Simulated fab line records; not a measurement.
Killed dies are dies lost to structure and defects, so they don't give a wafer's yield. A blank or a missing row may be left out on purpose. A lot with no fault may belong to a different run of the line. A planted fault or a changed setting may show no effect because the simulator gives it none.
fab line records    flow n5-finfet
[record] lots = 24  wafers = 72  last-day = 19
route steps=1938 shown BEOL_M7@1321 BEOL_M8@1334
lots that met no fault: taken from a fault-free run of the same line
start-h: hours from the record's first day to the start of the lot's first wafer shown    wait-h: hours since the lot's step before    " same as the row above    L1.1+2: a single row standing in for several wafers    - no value, or no start given    * or withheld: withheld    < > ~ a bound
route shown NAME@n: NAME is a module with steps in the file, n the number in the route of the first one    usual: mean/standard deviation of fault-free wafers    same: alike in all rows    chamber/n: place in a boat    sites: the reading at each site    _std_site: their standard deviation    _edge_site: the outer-site mean with the inner-site mean subtracted    radius-mm: how far each site lies from the wafer's centre    mask NAME#n: copy n    behind: the most recent tool/chamber to have shaped the wafer    hold: reason for holding the lot/hours on hold/outcome of the hold    device: whichever transistor did not switch (one of n, p or np)    end of line: the same wafers' tests at the end of the route    a step given without rows: its recipe and nothing more    killed: dies that structure and defects cost at the first sort, which is not the same as the wafer's yield    map: shows each die of a wafer: x if killed, . if not, _ if none is there
set.NAME: the run value of the setting; set.NAME@STEP: its run value at that earlier step    model.NAME: the simulator's own value behind a step, which no gauge read
steps of the route over a sample of lots; a table a step, a row a wafer
services: a tool's chamber out of use, with start hour (start-h, from the record's first day; less than 0 if before it), hours out, and reason
[[steps]]
[step N5_BEOL_M7_SURFACE_TREAT_79]
[recipe] gas = Ar  time-s = *  ion-energy-ev = *  ion-current-ma-cm2 = 0.5  pressure-mtorr = *  ar-flow-sccm = 30
[usual] throttle-valve-pct = *
lot.wafer  tool            chamber  start-h  wait-h  throttle-valve-pct
L074.1     pvd-sputter-03  -        236.88   0.2     *
L074.3     "               -        "        "       *
L074.5     "               -        "        "       *
L076.2     pvd-sputter-03  -        239.20   0.2     *
L076.3     "               -        "        "       *
L076.5     "               -        "        "       *
L075.1     pvd-sputter-03  -        242.88   0.2     *
L075.3     "               -        "        "       *
L075.6     "               -        "        "       *
L077.2     pvd-sputter-02  -        248.10   0.2     *
L077.4     "               -        "        "       *
L077.6     "               -        "        "       *
L078.1     pvd-sputter-01  -        257.47   0.2     *
L078.4     "               -        "        "       *
L078.6     "               -        "        "       *
L079.1     pvd-sputter-03  -        267.03   0.2     *
L079.2     "               -        "        "       *
L079.4     "               -        "        "       *
L081.2     pvd-sputter-01  -        269.90   0.2     *
L081.4     "               -        "        "       *
L081.6     "               -        "        "       *
L080.1     pvd-sputter-03  -        269.96   0.2     *
L080.3     "               -        "        "       *
L080.4     "               -        "        "       *
L082.1     pvd-sputter-01  -        278.40   0.2     *
L082.4     "               -        "        "       *
L082.6     "               -        "        "       *
L085.2     pvd-sputter-03  -        283.82   0.4     *
L085.4     "               -        "        "       *
L085.6     "               -        "        "       *
L083.1     pvd-sputter-02  -        286.21   0.3     *
L083.2     "               -        "        "       *
L083.5     "               -        "        "       *
L084.2     pvd-sputter-02  -        297.68   0.2     *
L084.4     "               -        "        "       *
L084.5     "               -        "        "       *
L087.3     pvd-sputter-01  -        303.24   0.2     *
L087.4     "               -        "        "       *
L087.5     "               -        "        "       *
L089.1     pvd-sputter-03  -        304.05   0.2     *
L089.2     "               -        "        "       *
L089.4     "               -        "        "       *
L086.2     pvd-sputter-01  -        304.51   0.5     *
L086.4     "               -        "        "       *
L086.5     "               -        "        "       *
L088.1     pvd-sputter-01  -        321.97   0.2     *
L088.2     "               -        "        "       *
L088.5     "               -        "        "       *
L090.1     pvd-sputter-02  -        326.42   0.2     *
L090.4     "               -        "        "       *
L090.6     "               -        "        "       *
L091.1     pvd-sputter-02  -        340.80   0.2     *
L091.2     "               -        "        "       *
L091.4     "               -        "        "       *
L092.2     pvd-sputter-03  -        343.68   0.2     *
L092.3     "               -        "        "       *
L092.5     "               -        "        "       *
L093.2     pvd-sputter-03  -        349.23   0.3     *
L093.4     "               -        "        "       *
L093.6     "               -        "        "       *
L094.3     pvd-sputter-01  -        350.20   0.4     *
L094.4     "               -        "        "       *
L094.5     "               -        "        "       *
L095.1     pvd-sputter-02  -        351.37   0.2     *
L095.3     "               -        "        "       *
L095.4     "               -        "        "       *
L096.1     pvd-sputter-01  -        351.79   0.2     *
L096.3     "               -        "        "       *
L096.4     "               -        "        "       *
L097.1     pvd-sputter-02  -        371.88   0.2     *
L097.3     "               -        "        "       *
L097.6     "               -        "        "       *
[step N5_BEOL_M7_SPUTTER_48]
[recipe] material = Cu  target-thk-a = 100  temp-c = -20  bias-v = 60  power-w = 26000  chamber-pressure-pa = 0.13  time-s = 1.667
[usual] chuck-sensor-temp-C = -16.0/0.54  throttle-valve-pct = 30.1/1.5
lot.wafer  tool            chamber  start-h  wait-h  chuck-sensor-temp-C  throttle-valve-pct
L074.1     pvd-sputter-02  -        237.32   0.1     -15.6                29.8
L074.3     "               -        "        "       -15.7                28.1
L074.5     "               -        "        "       -15.7                27.9
L076.2     pvd-sputter-02  -        239.44   0.1     -15.4                30.4
L076.3     "               -        "        "       -16.3                30.0
L076.5     "               -        "        "       -15.7                30.9
L075.1     pvd-sputter-03  -        243.06   0.1     -16.6                28.3
L075.3     "               -        "        "       -16.8                30.6
L075.6     "               -        "        "       -16.7                28.5
L077.2     pvd-sputter-03  -        248.30   0.1     -16.5                28.2
L077.4     "               -        "        "       -16.3                30.0
L077.6     "               -        "        "       -16.5                30.9
L078.1     pvd-sputter-01  -        257.71   0.1     -15.0                29.2
L078.4     "               -        "        "       -16.4                33.4
L078.6     "               -        "        "       -15.0                29.4
L079.1     pvd-sputter-03  -        267.32   0.1     -16.5                28.3
L079.2     "               -        "        "       -16.6                30.8
L079.4     "               -        "        "       -16.6                28.1
L081.2     pvd-sputter-03  -        270.10   0.1     -16.7                30.4
L081.4     "               -        "        "       -16.3                29.8
L081.6     "               -        "        "       -16.5                28.4
L080.1     pvd-sputter-01  -        270.30   0.1     -16.4                33.2
L080.3     "               -        "        "       -15.8                31.4
L080.4     "               -        "        "       -15.0                29.2
L082.1     pvd-sputter-02  -        278.57   0.1     -16.0                28.1
L082.4     "               -        "        "       -16.1                30.0
L082.6     "               -        "        "       -15.9                28.1
L085.2     pvd-sputter-01  -        284.21   0.2     -16.3                30.4
L085.4     "               -        "        "       -15.6                31.4
L085.6     "               -        "        "       -15.2                29.3
L083.1     pvd-sputter-02  -        286.49   0.2     -16.2                30.4
L083.2     "               -        "        "       -15.5                30.1
L083.5     "               -        "        "       -15.5                31.1
L084.2     pvd-sputter-01  -        297.87   0.1     -16.4                30.6
L084.4     "               -        "        "       -16.5                33.5
L084.5     "               -        "        "       -15.2                29.4
L087.3     pvd-sputter-03  -        303.48   0.1     -16.2                30.1
L087.4     "               -        "        "       -16.6                28.3
L087.5     "               -        "        "       -16.4                30.0
L089.1     pvd-sputter-03  -        304.57   0.2     -16.8                30.6
L089.2     "               -        "        "       -16.2                29.9
L089.4     "               -        "        "       -16.7                28.3
L086.2     pvd-sputter-03  -        304.77   0.2     -16.5                28.4
L086.4     "               -        "        "       -16.5                29.8
L086.5     "               -        "        "       -16.5                28.3
L088.1     pvd-sputter-01  -        322.21   0.1     -15.2                29.4
L088.2     "               -        "        "       -16.1                30.4
L088.5     "               -        "        "       -15.5                31.4
L090.1     pvd-sputter-02  -        326.65   0.1     -15.5                29.9
L090.4     "               -        "        "       -15.8                28.0
L090.6     "               -        "        "       -15.3                30.2
L091.1     pvd-sputter-01  -        341.80   0.8     -15.1                29.4
L091.2     "               -        "        "       -15.6                31.5
L091.4     "               -        "        "       -16.6                33.3
L092.2     pvd-sputter-02  -        343.91   0.1     -16.3                30.1
L092.3     "               -        "        "       -15.6                30.8
L092.5     "               -        "        "       -16.3                29.8
L093.2     pvd-sputter-01  -        350.12   0.6     -15.1                29.6
L093.4     "               -        "        "       -16.5                30.5
L093.6     "               -        "        "       -15.1                29.4
L094.3     pvd-sputter-01  -        350.56   0.2     -15.3                29.5
L094.4     "               -        "        "       -16.6                33.4
L094.5     "               -        "        "       -15.5                31.4
L095.1     pvd-sputter-01  -        351.59   0.1     -16.6                30.5
L095.3     "               -        "        "       -16.4                33.4
L095.4     "               -        "        "       -15.5                31.3
L096.1     pvd-sputter-02  -        352.05   0.2     -16.3                29.9
L096.3     "               -        "        "       -15.5                31.3
L096.4     "               -        "        "       -15.9                28.1
L097.1     pvd-sputter-01  -        372.28   0.2     -15.1                29.3
L097.3     "               -        "        "       -16.6                33.3
L097.6     "               -        "        "       -15.4                31.2
[step N5_BEOL_M8_THK_MEAS_01]
[recipe] reads = SiCOH_lowk_of_BEOL_M8_ILD_DEP_00
[usual] M8_ILD_THK = 154.5/2
lot.wafer  tool           chamber  start-h  wait-h  M8_ILD_THK[nm]
L074.1     film-metro-02  -        239.78   0.4     153.3
L074.3     "              -        "        "       155.1
L074.5     "              -        "        "       156.1
L076.2     film-metro-02  -        241.02   0.4     153.8
L076.3     "              -        "        "       152.7
L076.5     "              -        "        "       157.9
L075.1     film-metro-02  -        245.32   0.8     153.1
L075.3     "              -        "        "       155.4
L075.6     "              -        "        "       155.6
L077.2     film-metro-02  -        250.18   0.4     153.3
L077.4     "              -        "        "       155.5
L077.6     "              -        "        "       156.2
L078.1     film-metro-02  -        259.38   0.4     154.1
L078.4     "              -        "        "       157.2
L078.6     "              -        "        "       158.6
L079.1     film-metro-01  -        269.55   0.8     151.5
L079.2     "              -        "        "       155.4
L079.4     "              -        "        "       153.5
L081.2     film-metro-02  -        271.87   0.4     153.3
L081.4     "              -        "        "       154.7
L081.6     "              -        "        "       154.7
L080.1     film-metro-01  -        272.08   0.4     152.8
L080.3     "              -        "        "       154.1
L080.4     "              -        "        "       158.5
L082.1     film-metro-01  -        280.15   0.4     153.5
L082.4     "              -        "        "       155.6
L082.6     "              -        "        "       155.2
L085.2     film-metro-01  -        286.95   0.7     152.9
L085.4     "              -        "        "       155.5
L085.6     "              -        "        "       156.7
L083.1     film-metro-02  -        288.42   0.4     154.0
L083.2     "              -        "        "       153.4
L083.5     "              -        "        "       157.4
L084.2     film-metro-02  -        299.90   0.4     154.3
L084.4     "              -        "        "       159.4
L084.5     "              -        "        "       156.7
L087.3     film-metro-01  -        305.67   0.5     148.8
L087.4     "              -        "        "       154.3
L087.5     "              -        "        "       154.1
L089.1     film-metro-01  -        307.62   0.4     151.9
L089.2     "              -        "        "       152.8
L089.4     "              -        "        "       153.3
L086.2     film-metro-02  -        307.80   0.4     155.4
L086.4     "              -        "        "       157.9
L086.5     "              -        "        "       154.7
L088.1     film-metro-02  -        324.16   0.4     151.7
L088.2     "              -        "        "       151.3
L088.5     "              -        "        "       157.8
L090.1     film-metro-01  -        328.73   0.4     153.4
L090.4     "              -        "        "       158.1
L090.6     "              -        "        "       153.7
L091.1     film-metro-02  -        343.55   0.4     150.4
L091.2     "              -        "        "       151.7
L091.4     "              -        "        "       153.2
L092.2     film-metro-01  -        346.31   0.4     156.5
L092.3     "              -        "        "       153.9
L092.5     "              -        "        "       155.0
L093.2     film-metro-01  -        352.47   0.4     151.9
L093.4     "              -        "        "       157.2
L093.6     "              -        "        "       155.0
L094.3     film-metro-01  -        352.89   0.3     153.5
L094.4     "              -        "        "       156.0
L094.5     "              -        "        "       154.2
L095.1     film-metro-01  -        353.35   0.4     155.0
L095.3     "              -        "        "       154.9
L095.4     "              -        "        "       158.3
L096.1     film-metro-01  -        353.86   0.4     151.6
L096.3     "              -        "        "       152.5
L096.4     "              -        "        "       155.6
L097.1     film-metro-02  -        374.04   0.4     151.5
L097.3     "              -        "        "       152.6
L097.6     "              -        "        "       157.0
[step N5_BEOL_M8_ETCH_65]
[recipe] chemistry = CF4  target = SiARC  target-depth-a = 156  mask-material = CAR-EUV  time-s = 26  ion-energy-ev = 80  pressure-mtorr = 40  source-w = 545  bias-w = 36  Ar_flow_sccm = 100  cf4-flow-sccm = 100  ends = cleared
[usual] drypump-motor-current-A = 5.7/0.42  etch-rf-on-time-s = 25.8/0.68  oes-product-au = 0.71/0.046  rf-vpp-V = 184.0/1.4  showerhead-plenum-p-Torr = 2.14/0.098  throttle-valve-pct = 15.59/0.2
lot.wafer  tool         chamber  start-h  wait-h  drypump-motor-current-A  etch-rf-on-time-s  oes-product-au  rf-hours-counter-h  rf-vpp-V  showerhead-plenum-p-Torr  throttle-valve-pct
L074.1     rie-diel-03  1        245.86   0.0     5.4                      25.8               0.72            76                  185.6     2.24                      15.55
L074.3     "            3        "        "       6.5                      25.9               0.59            212                 183.1     2.11                      15.53
L074.5     "            1        "        "       5.4                      25.7               0.72            -                   184.9     2.24                      15.57
L076.2     rie-diel-01  1        245.90   0.0     5.8                      25.2               0.73            81                  182.5     2.09                      15.46
L076.3     "            0        "        "       5.6                      26.8               0.72            45                  182.9     2.09                      15.55
L076.5     "            3        "        "       6.4                      25.2               0.74            -                   186.3     2.28                      15.87
L075.1     rie-diel-03  1        247.42   0.0     5.4                      25.6               0.72            77                  185.9     2.24                      15.53
L075.3     "            0        "        "       5.6                      26.0               0.77            24                  185.3     2.28                      15.28
L075.6     "            0        "        "       5.6                      25.9               0.78            -                   185.6     2.28                      15.27
L077.2     rie-diel-05  3        255.66   0.0     5.5                      24.6               0.81            9                   185.1     2.20                      15.58
L077.4     "            1        "        "       5.6                      26.3               0.73            41                  183.1     2.10                      15.52
L077.6     "            3        "        "       5.5                      25.0               0.81            -                   184.8     2.20                      15.56
L078.1     rie-diel-05  2        263.45   0.0     5.6                      26.7               0.68            88                  186.5     2.24                      15.54
L078.4     "            3        "        "       5.5                      25.3               0.80            13                  184.4     2.20                      15.56
L078.6     "            1        "        "       5.6                      26.3               0.73            -                   185.3     2.10                      15.53
L079.1     rie-diel-01  0        276.33   0.0     5.7                      26.7               0.71            57                  183.3     2.09                      15.55
L079.2     "            2        "        "       5.1                      25.6               0.74            42                  183.4     2.09                      15.31
L079.4     "            3        "        "       6.5                      25.0               0.72            67                  185.1     2.28                      15.88
L081.2     rie-diel-01  3        277.90   0.0     6.5                      25.0               0.73            68                  184.7     2.28                      15.89
L081.4     "            1        "        "       5.8                      24.8               0.72            94                  182.7     2.09                      15.49
L081.6     "            1        "        "       5.8                      24.7               0.73            -                   182.9     2.09                      15.47
L080.1     rie-diel-01  0        281.43   0.0     5.6                      26.2               0.71            59                  184.2     2.09                      15.56
L080.3     "            3        "        "       6.4                      24.9               0.72            69                  184.8     2.28                      15.89
L080.4     "            1        "        "       5.8                      25.0               0.73            96                  184.1     2.09                      15.50
L082.1     rie-diel-05  0        283.98   0.0     5.5                      26.0               0.65            149                 181.5     1.96                      15.92
L082.4     "            1        "        "       5.5                      26.5               0.72            48                  182.2     2.10                      15.54
L082.6     "            3        "        "       5.5                      25.0               0.79            -                   183.5     2.20                      15.56
L085.2     rie-diel-05  2        289.86   0.0     5.6                      26.5               0.68            93                  185.3     2.24                      15.54
L085.4     "            0        "        "       5.5                      26.2               0.64            152                 181.1     1.96                      15.91
L085.6     "            0        "        "       5.6                      26.4               0.64            -                   180.7     1.96                      15.91
L083.1     rie-diel-03  1        293.51   0.0     5.5                      25.3               0.72            91                  185.2     2.24                      15.59
L083.2     "            3        "        "       6.4                      25.5               0.59            227                 183.4     2.11                      15.56
L083.5     "            2        "        "       5.7                      27.1               0.78            -                   185.9     2.27                      15.43
L084.2     rie-diel-01  2        304.18   0.0     5.1                      25.4               0.74            52                  183.0     2.08                      15.34
L084.4     "            0        "        "       5.6                      26.7               0.69            66                  182.3     2.08                      15.57
L084.5     "            0        "        "       5.6                      26.5               0.70            -                   183.7     2.08                      15.57
L087.3     rie-diel-01  2        310.01   0.0     5.1                      25.6               0.73            54                  182.3     2.08                      15.34
L087.4     "            0        "        "       5.6                      26.8               0.70            69                  183.8     2.08                      15.59
L087.5     "            3        "        "       6.5                      25.3               0.71            -                   185.9     2.27                      15.90
L089.1     rie-diel-01  2        312.45   0.0     5.1                      25.6               0.73            55                  183.6     2.08                      15.32
L089.2     "            3        "        "       6.5                      25.0               0.71            79                  185.3     2.27                      15.91
L089.4     "            1        "        "       5.8                      25.3               0.72            107                 183.4     2.08                      15.51
L086.2     rie-diel-03  3        314.81   0.0     6.4                      25.2               0.59            235                 184.2     2.11                      15.56
L086.4     "            3        "        "       6.4                      25.5               0.58            -                   183.8     2.11                      15.57
L086.5     "            1        "        "       5.4                      25.0               0.70            -                   185.6     2.23                      15.56
L088.1     rie-diel-05  3        329.33   0.0     5.5                      25.4               0.75            33                  185.8     2.19                      15.63
L088.2     "            2        "        "       5.7                      27.0               0.66            108                 185.3     2.24                      15.59
L088.5     "            3        "        "       5.5                      25.5               0.75            -                   185.6     2.19                      15.61
L090.1     rie-diel-01  3        332.93   0.0     6.5                      25.0               0.70            87                  185.3     2.27                      15.91
L090.4     "            1        "        "       5.8                      25.0               0.72            -                   183.0     2.08                      15.52
L090.6     "            3        "        "       6.5                      25.2               0.70            -                   186.2     2.27                      15.93
L091.1     rie-diel-01  3        346.75   0.0     6.5                      24.9               0.69            95                  185.6     2.27                      15.94
L091.2     "            1        "        "       5.8                      25.1               0.71            120                 183.7     2.08                      15.54
L091.4     "            3        "        "       6.5                      25.0               0.70            -                   183.7     2.27                      15.94
L092.2     rie-diel-05  3        349.63   0.0     5.5                      25.4               0.74            41                  184.4     2.19                      15.64
L092.3     "            0        "        "       5.6                      26.6               0.62            173                 182.2     1.96                      15.95
L092.5     "            1        "        "       5.6                      26.7               0.70            -                   182.9     2.09                      15.59
L093.2     rie-diel-05  2        358.61   0.0     5.6                      26.5               0.66            120                 186.4     2.23                      15.58
L093.4     "            3        "        "       5.5                      25.2               0.74            44                  185.6     2.19                      15.63
L093.6     "            1        "        "       5.6                      26.6               0.69            -                   184.2     2.09                      15.59
L094.3     rie-diel-01  3        361.75   0.0     6.5                      25.0               0.69            102                 185.5     2.27                      15.96
L094.4     "            2        "        "       5.1                      25.0               0.71            -                   184.3     2.07                      15.40
L094.5     "            1        "        "       5.8                      24.5               0.71            -                   182.9     2.08                      15.55
L096.1     rie-diel-01  2        362.15   0.0     5.1                      25.4               0.71            77                  183.7     2.07                      15.41
L096.3     "            1        "        "       5.8                      25.2               0.70            126                 183.6     2.08                      15.55
L096.4     "            2        "        "       5.1                      25.5               0.71            -                   183.4     2.07                      15.39
L095.1     rie-diel-05  2        362.25   0.0     5.7                      26.7               0.66            121                 186.2     2.23                      15.59
L095.3     "            0        "        "       5.5                      26.7               0.62            177                 182.9     1.96                      15.97
L095.4     "            3        "        "       5.5                      25.4               0.73            45                  184.3     2.19                      15.65
L097.1     rie-diel-03  3        382.62   0.0     6.4                      25.9               0.81            4                   183.3     2.10                      15.10
L097.3     "            2        "        "       5.6                      27.1               0.72            46                  185.5     2.26                      15.51
L097.6     "            2        "        "       5.7                      27.1               0.72            -                   186.3     2.26                      15.50
[step N5_BEOL_M8_CD_MEAS_35]
[recipe] target-cd-nm = 40  polarity = opening
[usual] cd-nm = 39.9/0.61
lot.wafer  tool       chamber  start-h  wait-h  cd-nm
L074.1     cd-sem-02  -        246.39   0.0     39.8
L074.3     "          -        "        "       39.1
L074.5     "          -        "        "       39.5
L076.2     cd-sem-03  -        246.44   0.0     40.6
L076.3     "          -        "        "       40.7
L076.5     "          -        "        "       40.7
L075.1     cd-sem-02  -        247.96   0.0     39.5
L075.3     "          -        "        "       40.0
L075.6     "          -        "        "       40.7
L077.2     cd-sem-03  -        256.19   0.0     40.6
L077.4     "          -        "        "       39.5
L077.6     "          -        "        "       40.7
L078.1     cd-sem-01  -        263.98   0.0     40.4
L078.4     "          -        "        "       40.2
L078.6     "          -        "        "       40.1
L079.1     cd-sem-01  -        276.87   0.0     40.1
L079.2     "          -        "        "       40.1
L079.4     "          -        "        "       40.9
L081.2     cd-sem-03  -        278.43   0.0     39.9
L081.4     "          -        "        "       40.4
L081.6     "          -        "        "       39.6
L080.1     cd-sem-01  -        281.96   0.0     38.4
L080.3     "          -        "        "       40.1
L080.4     "          -        "        "       40.4
L082.1     cd-sem-01  -        284.51   0.0     40.4
L082.4     "          -        "        "       40.7
L082.6     "          -        "        "       40.8
L085.2     cd-sem-02  -        290.53   0.0     39.9
L085.4     "          -        "        "       39.6
L085.6     "          -        "        "       39.5
L083.1     cd-sem-02  -        294.04   0.0     39.9
L083.2     "          -        "        "       39.0
L083.5     "          -        "        "       40.0
L084.2     cd-sem-02  -        304.71   0.0     39.2
L084.4     "          -        "        "       39.9
L084.5     "          -        "        "       40.2
L087.3     cd-sem-01  -        310.64   0.0     39.4
L087.4     "          -        "        "       39.9
L087.5     "          -        "        "       40.6
L089.1     cd-sem-02  -        312.98   0.0     40.2
L089.2     "          -        "        "       40.3
L089.4     "          -        "        "       40.3
L086.2     cd-sem-01  -        315.34   0.0     39.6
L086.4     "          -        "        "       39.5
L086.5     "          -        "        "       39.3
L088.1     cd-sem-02  -        329.86   0.0     40.6
L088.2     "          -        "        "       40.0
L088.5     "          -        "        "       40.3
L090.1     cd-sem-02  -        333.47   0.0     39.3
L090.4     "          -        "        "       39.7
L090.6     "          -        "        "       39.8
L091.1     cd-sem-01  -        347.28   0.0     39.1
L091.2     "          -        "        "       40.5
L091.4     "          -        "        "       40.1
L092.2     cd-sem-02  -        350.17   0.0     38.5
L092.3     "          -        "        "       38.3
L092.5     "          -        "        "       38.7
L093.2     cd-sem-02  -        359.14   0.0     40.0
L093.4     "          -        "        "       40.3
L093.6     "          -        "        "       40.0
L094.3     cd-sem-03  -        362.29   0.0     39.3
L094.4     "          -        "        "       40.0
L094.5     "          -        "        "       39.7
L096.1     cd-sem-03  -        362.69   0.0     40.2
L096.3     "          -        "        "       40.0
L096.4     "          -        "        "       38.9
L095.1     cd-sem-03  -        362.79   0.0     40.4
L095.3     "          -        "        "       39.8
L095.4     "          -        "        "       39.2
L097.1     cd-sem-03  -        383.15   0.0     40.0
L097.3     "          -        "        "       39.3
L097.6     "          -        "        "       39.7
[step N5_BEOL_M8_PRE_CLEAN_45]
[recipe] gas = H2/He  time-s = 30  temp-c = 250
[usual] heater-power-w = 315/31
lot.wafer  tool            chamber  start-h  wait-h  heater-power-w
L074.1     pvd-sputter-02  -        247.06   0.0     353
L074.3     "               -        "        "       258
L074.5     "               -        "        "       301
L076.2     pvd-sputter-02  -        247.14   0.0     315
L076.3     "               -        "        "       264
L076.5     "               -        "        "       351
L075.1     pvd-sputter-03  -        252.76   0.0     328
L075.3     "               -        "        "       307
L075.6     "               -        "        "       307
L077.2     pvd-sputter-03  -        257.02   0.0     339
L077.4     "               -        "        "       326
L077.6     "               -        "        "       306
L078.1     pvd-sputter-03  -        265.67   0.0     333
L078.4     "               -        "        "       307
L078.6     "               -        "        "       303
L079.1     pvd-sputter-01  -        277.28   0.0     292
L079.2     "               -        "        "       353
L079.4     "               -        "        "       268
L081.2     pvd-sputter-01  -        279.07   0.0     261
L081.4     "               -        "        "       298
L081.6     "               -        "        "       262
L080.1     pvd-sputter-03  -        283.04   0.0     332
L080.3     "               -        "        "       329
L080.4     "               -        "        "       304
L082.1     pvd-sputter-02  -        285.63   0.0     306
L082.4     "               -        "        "       322
L082.6     "               -        "        "       261
L085.2     pvd-sputter-03  -        290.95   0.0     335
L085.4     "               -        "        "       302
L085.6     "               -        "        "       304
L083.1     pvd-sputter-02  -        294.92   0.0     299
L083.2     "               -        "        "       253
L083.5     "               -        "        "       321
L084.2     pvd-sputter-03  -        305.25   0.0     301
L084.4     "               -        "        "       326
L084.5     "               -        "        "       343
L087.3     pvd-sputter-01  -        311.76   0.0     383
L087.4     "               -        "        "       271
L087.5     "               -        "        "       255
L089.1     pvd-sputter-02  -        314.66   0.0     304
L089.2     "               -        "        "       312
L089.4     "               -        "        "       259
L086.2     pvd-sputter-02  -        316.18   0.0     304
L086.4     "               -        "        "       262
L086.5     "               -        "        "       303
L088.1     pvd-sputter-01  -        330.58   0.0     267
L088.2     "               -        "        "       302
L088.5     "               -        "        "       307
L090.1     pvd-sputter-03  -        334.27   0.0     341
L090.4     "               -        "        "       305
L090.6     "               -        "        "       338
L091.1     pvd-sputter-01  -        347.90   0.0     262
L091.2     "               -        "        "       373
L091.4     "               -        "        "       350
L092.2     pvd-sputter-01  -        351.71   0.0     306
L092.3     "               -        "        "       266
L092.5     "               -        "        "       266
L093.2     pvd-sputter-02  -        359.80   0.0     315
L093.4     "               -        "        "       262
L093.6     "               -        "        "       352
L094.3     pvd-sputter-03  -        362.69   0.0     331
L094.4     "               -        "        "       300
L094.5     "               -        "        "       295
L096.1     pvd-sputter-03  -        363.31   0.0     295
L096.3     "               -        "        "       328
L096.4     "               -        "        "       310
L095.1     pvd-sputter-03  -        363.43   0.0     339
L095.3     "               -        "        "       307
L095.4     "               -        "        "       298
L097.1     pvd-sputter-03  -        383.81   0.0     300
L097.3     "               -        "        "       316
L097.6     "               -        "        "       306
[[services]]
tool            chamber  start-h  hours  kind
rie-diel-03     2        243.45   -      clean
rie-diel-03     2        243.45   -      consumable-replace:focus-ring
rie-diel-03     2        243.45   -      consumable-replace:showerhead
rie-diel-03     2        243.45   24.1   scheduled-down
rie-diel-03     2        243.45   24.1   vent-cycle
rie-diel-03     -        255.51   15.6   pm
rie-diel-05     -        266.94   15.6   pm
rie-diel-01     -        288.94   2.8    pm
rie-diel-05     0        293.56   3.4    repair
rie-diel-03     3        348.27   -      clean
rie-diel-03     3        348.27   -      consumable-replace:focus-ring
rie-diel-03     3        348.27   19.9   scheduled-down
rie-diel-03     3        348.27   19.9   vent-cycle
pvd-sputter-03  -        353.36   1.1    repair
pvd-sputter-03  -        355.01   3.2    repair
rie-diel-05     2        381.55   8.7    repair
[[key]]
fault none
